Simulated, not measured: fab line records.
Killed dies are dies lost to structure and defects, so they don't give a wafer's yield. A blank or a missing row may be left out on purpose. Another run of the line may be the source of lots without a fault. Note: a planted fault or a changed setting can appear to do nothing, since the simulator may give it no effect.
Split-lot study / flow n5 finfet / 21 wafers read across 7 lots, on a route 1938 steps long

== THE SPLIT ITSELF ==
At N5_BEOL_M12_PEB_08 (peb time 90 s), the setting peb temp c was moved away from the recipe's 130 C on 6 of the 21 wafers read, by -2.4% to +1.5%. This setting was run at the recipe's value on the other wafers.

== FROM THE SPLIT TO THE READING: what the file shows between them, 2 steps ==
- N5_BEOL_M12_DEVELOP_09: develop time 45 s
- N5_BEOL_M12_HARDBAKE_14: time 120 s

== THE READING ==
Shown in nm: cd nm at N5_BEOL_M12_CD_MEAS_10, with target cd 140 nm. On this fab line, fault-free wafers typically give 140.8 nm with a standard deviation of 2.1 nm.

wafer=L075.2; tool, chamber at the split=litho track-03, 0; peb temp c as run, C=130; against the recipe=recipe; cd nm, nm=139.9; against lot-mates on the recipe=-
wafer=L075.3; tool, chamber at the split=litho track-03, 0; peb temp c as run, C=130; against the recipe=recipe; cd nm, nm=137.0; against lot-mates on the recipe=-
wafer=L075.6; tool, chamber at the split=litho track-03, 0; peb temp c as run, C=126.9; against the recipe=-2.4%; cd nm, nm=128.2; against lot-mates on the recipe=-10.2
wafer=L079.1; tool, chamber at the split=litho track-03, 0; peb temp c as run, C=128.4; against the recipe=-1.2%; cd nm, nm=133.4; against lot-mates on the recipe=-4.7
wafer=L079.2; tool, chamber at the split=litho track-03, 0; peb temp c as run, C=130; against the recipe=recipe; cd nm, nm=138.1; against lot-mates on the recipe=-
wafer=L079.5; tool, chamber at the split=litho track-03, 0; peb temp c as run, C=128.4; against the recipe=-1.2%; cd nm, nm=135.9; against lot-mates on the recipe=-2.2
wafer=L085.1; tool, chamber at the split=litho track-04, 0; peb temp c as run, C=130; against the recipe=recipe; cd nm, nm=143.5; against lot-mates on the recipe=-
wafer=L085.4; tool, chamber at the split=litho track-04, 0; peb temp c as run, C=130; against the recipe=recipe; cd nm, nm=144.6; against lot-mates on the recipe=-
wafer=L085.5; tool, chamber at the split=litho track-04, 0; peb temp c as run, C=130; against the recipe=recipe; cd nm, nm=143.5; against lot-mates on the recipe=-
wafer=L088.2; tool, chamber at the split=litho track-04, 0; peb temp c as run, C=128.3; against the recipe=-1.3%; cd nm, nm=135.2; against lot-mates on the recipe=-8.6
wafer=L088.4; tool, chamber at the split=litho track-04, 0; peb temp c as run, C=128.3; against the recipe=-1.3%; cd nm, nm=135.9; against lot-mates on the recipe=-7.9
wafer=L088.5; tool, chamber at the split=litho track-04, 0; peb temp c as run, C=130; against the recipe=recipe; cd nm, nm=143.8; against lot-mates on the recipe=-
wafer=L087.2; tool, chamber at the split=litho track-04, 0; peb temp c as run, C=130; against the recipe=recipe; cd nm, nm=141.8; against lot-mates on the recipe=-
wafer=L087.5; tool, chamber at the split=litho track-04, 0; peb temp c as run, C=130; against the recipe=recipe; cd nm, nm=143.5; against lot-mates on the recipe=-
wafer=L087.6; tool, chamber at the split=litho track-04, 0; peb temp c as run, C=130; against the recipe=recipe; cd nm, nm=142.9; against lot-mates on the recipe=-
wafer=L092.1; tool, chamber at the split=litho track-04, 0; peb temp c as run, C=131.9; against the recipe=+1.5%; cd nm, nm=149.3; against lot-mates on the recipe=+5.8
wafer=L092.2; tool, chamber at the split=litho track-04, 0; peb temp c as run, C=130; against the recipe=recipe; cd nm, nm=145.2; against lot-mates on the recipe=-
wafer=L092.5; tool, chamber at the split=litho track-04, 0; peb temp c as run, C=130; against the recipe=recipe; cd nm, nm=141.9; against lot-mates on the recipe=-
wafer=L097.2; tool, chamber at the split=litho track-05, 0; peb temp c as run, C=130; against the recipe=recipe; cd nm, nm=139.9; against lot-mates on the recipe=-
wafer=L097.3; tool, chamber at the split=litho track-05, 0; peb temp c as run, C=130; against the recipe=recipe; cd nm, nm=138.4; against lot-mates on the recipe=-
wafer=L097.4; tool, chamber at the split=litho track-05, 0; peb temp c as run, C=130; against the recipe=recipe; cd nm, nm=140.4; against lot-mates on the recipe=-

FIT RESULTS
A straight line over all 21 wafers: cd nm changes by +5.35 nm for each +1% of peb temp c; r = +0.89; the points scatter about the line by 2.2 nm.
The same after taking each lot's own level away (the mean of its wafers on the recipe; 21 wafers): +4.38 nm for each +1%; r = +0.93; scatter 1.4 nm.
The reading moves by 10 nm for the largest change in peb temp c, on that fit.
From 138.10 to 143.87 nm: that is the span of the lots' own levels, equal to 2.7 times the standard deviation above.
In other words, the slope is changed by the lot-to-lot level; the two fits disagree.
Check: with one of the wafers moved furthest among these (-2.4%) left out of the fit, the line predicts -10.7 nm for it against its lot-mates. It came out at -10.2 nm against them.

== OTHER SPLITS ON THESE WAFERS ==
These wafers also went through other splits before the reading. Each is held against what the fit with the lots' levels taken away leaves over:
other split on the same wafers=N5_BEOL_M7_EXPOSE_08 dose mj; wafers away from the commonest value=5; r with cd nm (lot level and that fit taken away)=+0.24
other split on the same wafers=N5_BEOL_M7_ETCH_41 source w; wafers away from the commonest value=4; r with cd nm (lot level and that fit taken away)=-0.41
other split on the same wafers=N5_BEOL_M9_ILD_DEP_00 time s; wafers away from the commonest value=9; r with cd nm (lot level and that fit taken away)=+0.04
other split on the same wafers=N5_BEOL_M9_TRENCH_ETCH_37 source w; wafers away from the commonest value=8; r with cd nm (lot level and that fit taken away)=-0.16
other split on the same wafers=N5_BEOL_M10_ETCH_41 source w; wafers away from the commonest value=8; r with cd nm (lot level and that fit taken away)=+0.19
other split on the same wafers=N5_BEOL_M11_CURE_72 time s; wafers away from the commonest value=10; r with cd nm (lot level and that fit taken away)=+0.40

== FILE'S OWN FIT ==
cd nm changes by +4.31 nm for each +1% of peb temp c, r = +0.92.
